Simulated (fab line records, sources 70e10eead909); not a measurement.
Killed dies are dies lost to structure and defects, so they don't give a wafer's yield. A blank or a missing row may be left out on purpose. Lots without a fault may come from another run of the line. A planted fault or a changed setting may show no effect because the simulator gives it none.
fab line records | flow nand_harc
record lots=13 wafers=39 last_day=33
route steps=1302 shown A_M1@1190 A_BONDPAD@1202 END@1302
lots that met no fault: from a run of the same line without faults
start_h: hours from the record's first day to the start of the lot's first wafer shown | wait_h: hours since the lot's step before | " the same as in the row above | L1.1+2: a row that stands for several wafers | - no value, or no start given | * or withheld: withheld | < > ~ a bound
route shown NAME@n: a module of which the file shows steps, and the number in the route of the first | usual: mean/standard deviation of fault-free wafers | same: alike in all rows | chamber/n: place in a boat | sites: the reading at each site | _std_site: their standard deviation | _edge_site: outer sites' mean less inner sites' | radius_mm: how far each site lies from the wafer's centre | mask NAME#n: copy n | behind: the tool/chamber that last shaped the wafer | hold: why the lot was held/for how many hours/how that ended | device: the transistor (n, p or np) that didn't switch | end of line: the same wafers' tests at the end of the route | a step without rows: its recipe alone | killed: dies lost to structure and defects at the first sort, not the wafer's yield | map: a wafer's dies, x killed, . not, _ none there
set.NAME: the setting as run; set.NAME@STEP: as run at that earlier step | model.NAME: the simulator's own value behind a step, which no gauge read
steps of the route over a sample of lots; a table a step, a row a wafer
services: from which hour (start_h, from the record's first day; less than 0 if before it) a tool's chamber was out of use, for how many hours, and why
## steps
# step NHARC_A_M1_PRE_CLEAN_30
# recipe time_s=30 temp_c=280 gas=H2/He
# usual heater_power_w=409/44
# columns lot.wafer tool chamber start_h wait_h heater_power_w
L888.3 pvd_sputter-03 - - - 417
L888.2 " - " " 338
L888.6 " - " " 432
L890.2 pvd_sputter-02 - - - 413
L890.5 " - " " 350
L890.6 " - " " 403
L891.4 pvd_sputter-03 - - - 506
L891.3 " - " " 413
L891.5 " - " " 354
L892.1 pvd_sputter-03 - - - 341
L892.2 " - " " 508
L892.4 " - " " 354
L894.3 pvd_sputter-02 - - - 408
L894.6 " - " " 347
L894.5 " - " " 399
L899.4 pvd_sputter-01 - - - 483
L899.3 " - " " 416
L899.5 " - " " 465
L900.2 pvd_sputter-01 - - - 408
L900.5 " - " " 427
L900.6 " - " " 423
L898.4 pvd_sputter-02 - - - 362
L898.5 " - " " 354
L898.6 " - " " 434
L904.1 pvd_sputter-01 - - - 426
L904.2 " - " " 484
L904.3 " - " " 430
L907.3 pvd_sputter-03 - - - 392
L907.4 " - " " 367
L907.2 " - " " 478
L908.2 pvd_sputter-01 - - - 418
L908.4 " - " " 441
L908.5 " - " " 410
L910.1 pvd_sputter-01 - - - 481
L910.3 " - " " 435
L910.6 " - " " 420
L911.1 pvd_sputter-02 - - - 423
L911.2 " - " " 405
L911.5 " - " " 365
# step NHARC_A_M1_PVD_20
# recipe target_thk_a=50 bias_v=168.6 power_w=15000 chamber_pressure_pa=0.12 time_s=8.06 substrate_temp_c=50 material=TaN
# usual chamber_pressure_pa=0.12003/0.00024 throttle_valve_pct=29.7/1.2
# columns lot.wafer tool chamber start_h wait_h chamber_pressure_pa throttle_valve_pct
L888.3 pvd_sputter-03 - - - 0.11985 28.8
L888.2 " - " " 0.11992 30.2
L888.6 " - " " 0.11979 28.7
L890.2 pvd_sputter-02 - - - 0.12025 29.7
L890.6 " - " " 0.12013 28.6
L890.5 " - " " 0.12008 29.9
L891.4 pvd_sputter-03 - - - 0.12027 28.0
L891.3 " - " " 0.12004 29.9
L891.5 " - " " 0.1198 30.1
L892.2 pvd_sputter-03 - - - 0.12011 29.9
L892.4 " - " " 0.11938 30.2
L892.1 " - " " 0.12012 28.5
L894.3 pvd_sputter-02 - - - 0.12007 29.6
L894.5 " - " " 0.11983 28.9
L894.6 " - " " 0.12021 29.2
L899.4 pvd_sputter-01 - - - 0.11995 29.1
L899.3 " - " " 0.1198 31.2
L899.5 " - " " 0.12004 32.2
L900.2 pvd_sputter-01 - - - 0.11971 31.9
L900.6 " - " " 0.1202 30.9
L900.5 " - " " 0.11985 32.2
L898.4 pvd_sputter-02 - - - 0.12027 27.8
L898.5 " - " " 0.12002 29.3
L898.6 " - " " 0.11991 27.8
L904.1 pvd_sputter-01 - - - 0.1205 30.9
L904.3 " - " " 0.11989 32.2
L904.2 " - " " 0.12036 29.4
L907.2 pvd_sputter-03 - - - 0.12023 27.9
L907.4 " - " " 0.12012 29.0
L907.3 " - " " 0.11992 30.9
L908.2 pvd_sputter-01 - - - 0.12023 32.1
L908.4 " - " " 0.12011 29.5
L908.5 " - " " 0.12004 31.8
L910.3 pvd_sputter-01 - - - 0.12038 30.9
L910.1 " - " " 0.12022 29.7
L910.6 " - " " 0.12005 29.3
L911.2 pvd_sputter-02 - - - 0.12013 29.3
L911.1 " - " " 0.12011 29.0
L911.5 " - " " 0.12013 29.6
# step NHARC_A_BONDPAD_DEP_00
# recipe target_thk_a=2500 temp_c=370 target_thk_nm=250 pressure_torr=3 flow_sccm=200 rf_w=450 material=SiCN
# usual heater_power_w=557/69
# columns lot.wafer tool chamber start_h wait_h heater_power_w
L888.3 pecvd-02 0 538.49 - 557
L888.2 " 1 " " 552
L888.6 " 1 " " 569
L890.2 pecvd-04 2 553.00 - 461
L890.6 " 0 " " 433
L890.5 " 1 " " 561
L891.3 pecvd-02 0 - - 540
L891.4 " 2 " " 523
L891.5 " 0 " " 562
L892.2 pecvd-01 2 557.54 - 626
L892.1 " 0 " " 565
L892.4 " 2 " " 622
L894.3 pecvd-01 1 601.43 - 490
L894.5 " 0 " " 601
L894.6 " 1 " " 510
L899.3 pecvd-01 2 648.41 - 601
L899.4 " 0 " " 596
L899.5 " 1 " " 493
L900.2 pecvd-01 0 651.07 - 671
L900.5 " 1 " " 430
L900.6 " 2 " " 593
L898.6 pecvd-04 0 652.99 - 488
L898.5 " 1 " " 490
L898.4 " 2 " " 473
L904.1 pecvd-01 0 710.62 - 634
L904.2 " 2 " " 510
L904.3 " 0 " " 653
L907.2 pecvd-02 2 714.76 - 630
L907.3 " 1 " " 479
L907.4 " 0 " " 619
L908.2 pecvd-04 1 734.24 - 591
L908.4 " 1 " " 575
L908.5 " 2 " " 539
L910.1 pecvd-01 2 754.57 - 509
L910.3 " 1 " " 502
L910.6 " 2 " " 529
L911.1 pecvd-01 1 762.80 - 482
L911.2 " 2 " " 583
L911.5 " 0 " " 721
# step NHARC_A_BONDPAD_ETCH_24
# recipe target_depth_a=300 over_etch_frac=0.3 time_s=72.99 ion_energy_ev=150 cf4_flow_sccm=50 n2_flow_sccm=100 ar_flow_sccm=150 rf_w=300 bias_w=100 chemistry=CF4/N2
# usual drypump_motor_current_A=5.8/0.44 oes_product_au=0.998/0.0067 rf_vpp_V=313.8/1.5 run_length_s=94.4/0.38 showerhead_plenum_p_Torr=2.60/0.073 throttle_valve_pct=19.793/0.0087
# columns lot.wafer tool chamber start_h wait_h drypump_motor_current_A oes_product_au rf_hours_counter_h rf_vpp_V run_length_s showerhead_plenum_p_Torr throttle_valve_pct
L888.3 rie_diel-07 2 540.30 - 5.8 0.991 1 316.4 94.3 2.67 19.796
L888.2 " 3 " " 6.5 1.002 2 310.5 94.2 2.49 19.794
L888.6 " 2 " " 5.7 0.998 - 314.9 94.2 2.67 19.782
L890.2 rie_diel-12 1 554.90 - 5.8 0.994 20 313.7 94.4 2.62 19.786
L890.5 " 2 " " 5.1 0.995 - 312.9 94.3 2.55 19.781
L890.6 " 3 " " 6.5 0.994 - 314.3 94.1 2.56 19.793
L891.3 rie_diel-12 2 558.08 - 5.1 0.998 19 312.8 94.2 2.55 19.778
L891.4 " 3 " " 6.5 1.001 18 312.2 94.0 2.56 19.809
L891.5 " 0 " " 5.5 1.008 - 313.2 95.3 2.61 19.779
L892.2 rie_diel-12 1 559.52 - 5.8 1.008 20 313.0 94.8 2.62 19.786
L892.4 " 2 " " 5.1 1.000 19 312.6 94.1 2.55 19.797
L892.1 " 0 " " 5.5 1.003 19 315.7 95.0 2.61 19.799
L894.3 rie_diel-07 1 603.36 - 5.7 0.988 3 313.8 93.8 2.61 19.806
L894.5 " 1 " " 5.7 0.992 - 314.3 94.0 2.61 19.790
L894.6 " 2 " " 5.8 1.000 - 317.1 94.3 2.67 19.795
L899.4 rie_diel-12 2 650.30 - 5.1 0.993 3 313.7 94.6 2.54 19.785
L899.3 " 0 " " 5.5 1.009 3 314.1 95.1 2.60 19.819
L899.5 " 3 " " 6.5 0.992 - 313.4 94.3 2.56 19.790
L900.2 rie_diel-12 3 652.95 - 6.5 0.999 4 313.7 94.1 2.56 19.793
L900.5 " 3 " " 6.6 0.999 - 314.0 78.7 2.56 19.776
L900.6 " 0 " " 5.5 1.005 - 313.2 79.1 2.60 19.798
L898.4 rie_diel-12 1 654.84 - 5.8 0.992 3 314.1 95.2 2.61 19.791
L898.6 " 3 " " 6.5 0.995 - 313.0 78.2 2.56 19.807
L898.5 " 0 " " 5.5 1.004 - 313.1 79.2 2.60 19.799
L904.2 rie_diel-07 3 712.79 - 6.5 0.995 1 311.1 94.4 2.49 19.794
L904.1 " 0 " " 5.9 0.994 1 315.3 94.4 2.74 19.791
L904.3 " 2 " " 5.7 0.984 1 315.1 94.1 2.67 19.789
L907.4 rie_diel-07 2 716.78 - 5.8 0.991 1 315.6 94.2 2.67 19.792
L907.2 " 3 " " 6.5 0.995 1 313.8 94.4 2.49 19.792
L907.3 " 0 " " 6.0 0.995 1 317.0 94.6 2.74 19.799
L908.2 rie_diel-07 1 736.35 0.1 5.7 0.997 2 312.5 94.4 2.61 19.792
L908.5 " 1 " " 5.7 0.995 - 313.5 93.7 2.61 19.800
L908.4 " 2 " " 5.8 1.000 - 314.6 94.2 2.67 19.794
L910.1 rie_diel-12 1 756.55 - 5.8 1.006 18 314.2 94.5 2.61 19.782
L910.3 " 0 " " 5.5 1.011 25 313.4 94.9 2.59 19.800
L910.6 " 2 " " 5.1 0.994 - 312.6 94.7 2.53 19.789
L911.2 rie_diel-06 3 764.62 - 5.9 1.000 34 312.9 94.7 2.48 19.790
L911.1 " 1 " " 5.8 1.006 23 313.1 94.2 2.65 19.803
L911.5 " 0 " " 5.7 0.994 - 313.9 94.1 2.54 19.784
# step NHARC_END_SORT_01
# recipe temp_c=25
# usual defect_limited_yield=90.7/2.6 killed_at_array=59/17 killed_at_other=0.7/0.9 killed_at_periphery=3.6/2.3 killed_dies=63/18 killed_open=3.4/1.9 killed_short=2.6/1.7
# same gross_dies=677
# columns lot.wafer tool chamber start_h wait_h defect_limited_yield[%] killed_at_array killed_at_other killed_at_periphery killed_dies killed_open killed_short
L890.2 prober-02 0 585.93 2.8 90.8 60 1 1 62 6 3
L890.5 prober-02 0 588.30 3.7 91.3 58 0 1 59 2 6
L890.6 prober-02 0 589.09 4.0 93.6 42 0 1 43 2 1
L891.3 prober-01 0 586.74 3.1 92.0 52 0 2 54 3 1
L891.4 prober-01 0 587.56 3.4 91.1 57 1 2 60 1 3
L891.5 prober-01 0 588.37 3.7 92.2 52 1 0 53 3 1
L892.1 prober-02 0 592.88 2.5 93.2 43 2 1 46 2 2
L892.2 prober-02 0 593.68 2.8 92.3 49 0 3 52 4 1
L892.4 prober-02 0 595.28 3.4 91.9 51 0 4 55 5 5
L899.3 prober-01 0 684.30 3.1 93.1 43 0 4 47 3 3
L899.4 prober-01 0 685.10 3.4 90.7 59 0 4 63 5 4
L899.5 prober-01 0 685.89 3.7 91.0 61 0 0 61 2 4
L900.2 prober-01 0 691.29 2.8 88.8 71 1 4 76 3 1
L900.5 prober-01 0 693.72 3.7 89.7 62 0 8 70 4 5
L900.6 prober-01 0 694.53 4.0 91.3 55 0 4 59 2 2
L904.1 prober-01 0 744.37 2.5 91.6 50 0 7 57 3 2
L904.2 prober-01 0 745.17 2.8 90.7 57 0 6 63 4 4
L904.3 prober-01 0 745.98 3.1 92.0 46 0 8 54 4 4
# killed by level:class
L890.2 A_SLIT:chamber_film_flake=33 A_CHANNEL_HOLE_D2:chamber_film_flake=12 A_CHANNEL_HOLE_D1:chamber_film_flake=3 A_STAIRCASE:chamber_film_flake=3 A_ONON_D2:geometric_particle:open=2 P_CONTACT:geometric_particle:open=1 A_SOURCE_PLATE:geometric_particle:open=1 A_SOURCE_PLATE:geometric_particle:short=1
L891.3 A_CHANNEL_HOLE_D2:chamber_film_flake=40 A_CONTACT:chamber_film_flake=5 A_CHANNEL_FILL_D1:chamber_film_flake=2 P_M0:geometric_particle:open=1 A_ONON_D1:geometric_particle:open=1 A_SGD_CUT:geometric_particle:open=1 A_WL_FILL:geometric_particle:short=1 P_GATE:chamber_film_flake=1
L891.4 A_CHANNEL_HOLE_D2:chamber_film_flake=35 A_SGD_CUT:chamber_film_flake=6 A_CONTACT:chamber_film_flake=4 A_WL_FILL:chamber_film_flake=3 A_SLIT:chamber_film_flake=2 P_GATE:geometric_particle:short=1 A_CHANNEL_FILL_D1:geometric_particle:short=1 A_ONON_D2:geometric_particle:open=1
L890.5 A_SLIT:chamber_film_flake=31 A_CHANNEL_HOLE_D2:chamber_film_flake=15 A_CONTACT:chamber_film_flake=3 A_ONON_D2:geometric_particle:short=2 A_STAIRCASE:chamber_film_flake=2 P_M0:geometric_particle:short=1 A_CHANNEL_FILL_D2:geometric_particle:short=1 A_WL_FILL:geometric_particle:short=1
L891.5 A_CHANNEL_HOLE_D2:chamber_film_flake=31 A_CHANNEL_HOLE_D1:chamber_film_flake=6 A_WL_FILL:chamber_film_flake=3 A_SGD_CUT:chamber_film_flake=2 A_CONTACT:chamber_film_flake=2 A_CHANNEL_FILL_D1:geometric_particle:short=1 A_DECK1_JOINT:geometric_particle:open=1 A_ONON_D2:geometric_particle:open=1
L890.6 A_SLIT:chamber_film_flake=20 A_CHANNEL_HOLE_D2:chamber_film_flake=14 A_CHANNEL_HOLE_D1:chamber_film_flake=3 P_GATE:geometric_particle:open=1 A_ONON_D2:geometric_particle:open=1 A_M0:geometric_particle:short=1 A_DECK1_JOINT:chamber_film_flake=1 A_STAIRCASE:chamber_film_flake=1
L892.1 A_CHANNEL_HOLE_D2:chamber_film_flake=29 A_CHANNEL_HOLE_D1:chamber_film_flake=3 A_CONTACT:chamber_film_flake=3 A_M1:chamber_film_flake=3 A_CHANNEL_HOLE_D1:geometric_particle:short=1 A_ONON_D2:geometric_particle:open=1 A_WL_FILL:geometric_particle:short=1 P_CONTACT:chamber_film_flake=1
L892.2 A_CHANNEL_HOLE_D2:chamber_film_flake=40 A_M0:geometric_particle:open=3 A_CHANNEL_FILL_D1:chamber_film_flake=2 P_CONTACT:geometric_particle:open=1 A_CHANNEL_FILL_D1:geometric_particle:short=1 P_ZERO_WELL:chamber_film_flake=1 P_BONDPAD:chamber_film_flake=1 A_CHANNEL_HOLE_D1:chamber_film_flake=1
L892.4 A_CHANNEL_HOLE_D2:chamber_film_flake=38 P_CONTACT:geometric_particle:open=2 A_STAIRCASE:chamber_film_flake=2 P_CONTACT:geometric_particle:short=1 P_BONDPAD:geometric_particle:short=1 A_CHANNEL_HOLE_D1:geometric_particle:open=1 A_CHANNEL_FILL_D1:geometric_particle:open=1 A_CHANNEL_FILL_D1:geometric_particle:short=1
L899.3 A_CHANNEL_HOLE_D1:chamber_film_flake=27 A_CONTACT:chamber_film_flake=6 A_SLIT:chamber_film_flake=3 A_CHANNEL_HOLE_D2:unspecified=2 P_STI:geometric_particle:short=1 P_CONTACT:geometric_particle:open=1 P_M0:geometric_particle:open=1 A_SOURCE_PLATE:geometric_particle:short=1
L899.4 A_CHANNEL_HOLE_D1:chamber_film_flake=35 A_CONTACT:chamber_film_flake=11 A_ONON_D1:geometric_particle:open=2 A_M0:geometric_particle:short=2 A_ZERO_WELL:chamber_film_flake=2 A_STAIRCASE:chamber_film_flake=2 P_GATE:geometric_particle:open=1 P_CONTACT:geometric_particle:open=1
L899.5 A_CHANNEL_HOLE_D1:chamber_film_flake=32 A_STAIRCASE:chamber_film_flake=6 A_CHANNEL_HOLE_D2:chamber_film_flake=5 A_SLIT:chamber_film_flake=4 A_CONTACT:chamber_film_flake=4 A_ONON_D2:geometric_particle:short=2 A_CHANNEL_HOLE_D2:unspecified=2 A_CHANNEL_FILL_D1:geometric_particle:short=1
L900.2 A_SLIT:chamber_film_flake=30 A_CHANNEL_HOLE_D2:chamber_film_flake=17 A_STAIRCASE:chamber_film_flake=6 A_CONTACT:chamber_film_flake=6 A_CHANNEL_HOLE_D1:chamber_film_flake=5 P_M1:chamber_film_flake=2 A_CHANNEL_FILL_D2:chamber_film_flake=2 A_WL_FILL:chamber_film_flake=2
L900.5 A_SLIT:chamber_film_flake=21 A_CHANNEL_HOLE_D2:chamber_film_flake=15 A_STAIRCASE:chamber_film_flake=10 A_CHANNEL_HOLE_D1:chamber_film_flake=3 A_CONTACT:chamber_film_flake=3 A_WL_FILL:chamber_film_flake=3 P_M0:geometric_particle:short=2 P_ZERO_WELL:chamber_film_flake=2
L900.6 A_SLIT:chamber_film_flake=26 A_CHANNEL_HOLE_D2:chamber_film_flake=9 A_STAIRCASE:chamber_film_flake=7 A_CHANNEL_HOLE_D1:chamber_film_flake=3 A_CONTACT:chamber_film_flake=3 A_DECK1_JOINT:chamber_film_flake=2 A_WL_FILL:chamber_film_flake=2 P_M0:geometric_particle:open=1
L904.1 A_CHANNEL_HOLE_D2:chamber_film_flake=25 A_CHANNEL_HOLE_D1:chamber_film_flake=6 A_CONTACT:chamber_film_flake=6 P_GATE:chamber_film_flake=3 P_CONTACT:chamber_film_flake=3 A_SGD_CUT:chamber_film_flake=3 A_STAIRCASE:chamber_film_flake=2 A_SLIT:chamber_film_flake=2
L904.2 A_CHANNEL_HOLE_D2:chamber_film_flake=26 A_CHANNEL_HOLE_D1:chamber_film_flake=10 A_SGD_CUT:chamber_film_flake=4 A_M1:chamber_film_flake=4 P_CONTACT:chamber_film_flake=3 P_M1:geometric_particle:open=2 A_DECK1_JOINT:chamber_film_flake=2 A_SLIT:chamber_film_flake=2
L904.3 A_CHANNEL_HOLE_D2:chamber_film_flake=20 A_CHANNEL_HOLE_D1:chamber_film_flake=10 A_SLIT:chamber_film_flake=5 A_CHANNEL_FILL_D1:geometric_particle:short=2 P_GATE:chamber_film_flake=2 P_CONTACT:chamber_film_flake=2 A_STAIRCASE:chamber_film_flake=2 A_SGD_CUT:chamber_film_flake=2
## services
# columns tool chamber start_h hours kind
pecvd-04 0 540.41 10.6 repair
pecvd-04 2 546.45 4.9 repair
pvd_sputter-03 - 557.91 10.0 pm
pvd_sputter-01 - 590.74 10.0 pm
pecvd-02 - 590.85 13.0 pm
rie_diel-12 - 622.40 9.0 pm
pecvd-01 1 626.79 8.7 repair
rie_diel-07 3 627.26 2.8 repair
pecvd-04 - 631.20 13.0 pm
pvd_sputter-02 - 632.49 0.8 repair
pvd_sputter-02 - 638.00 10.0 pm
rie_diel-07 0 646.57 4.4 repair
rie_diel-07 - 648.20 9.0 pm
pvd_sputter-03 - 663.78 3.1 repair
pecvd-02 0 666.99 23.4 repair
pvd_sputter-03 - 668.05 2.3 repair
pecvd-01 - 673.21 13.0 pm
pvd_sputter-01 - 692.01 0.8 repair
pecvd-01 1 706.78 9.3 repair
rie_diel-12 1 713.59 23.4 repair
pvd_sputter-01 - 718.81 1.5 repair
rie_diel-07 3 723.52 17.9 repair
pecvd-01 - 725.28 1.0 repair
pvd_sputter-03 - 735.91 10.0 pm
## key
first_sign step=NHARC_A_BONDPAD_ETCH_24 reading=run_length_s direction=down sigmas=41 usual=* struck=*
effect none on later readings
met_at NHARC_A_BONDPAD_ETCH_24
struck_lots L898,L900
struck_wafers L898.5,L898.6,L900.5,L900.6
not_acting_at NHARC_A_M1_PRE_CLEAN_30,NHARC_A_M1_PVD_20,NHARC_A_BONDPAD_DEP_00
onset_between 650.30 652.95
fault kind=process_parameter_drift tool=rie_diel-12 chamber=- onset_h=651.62 steps=NHARC_A_BONDPAD_ETCH_24 channel=time_s offset=* shape=step end_h=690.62 scope=struck_wafers_only acts_in=* stated=*
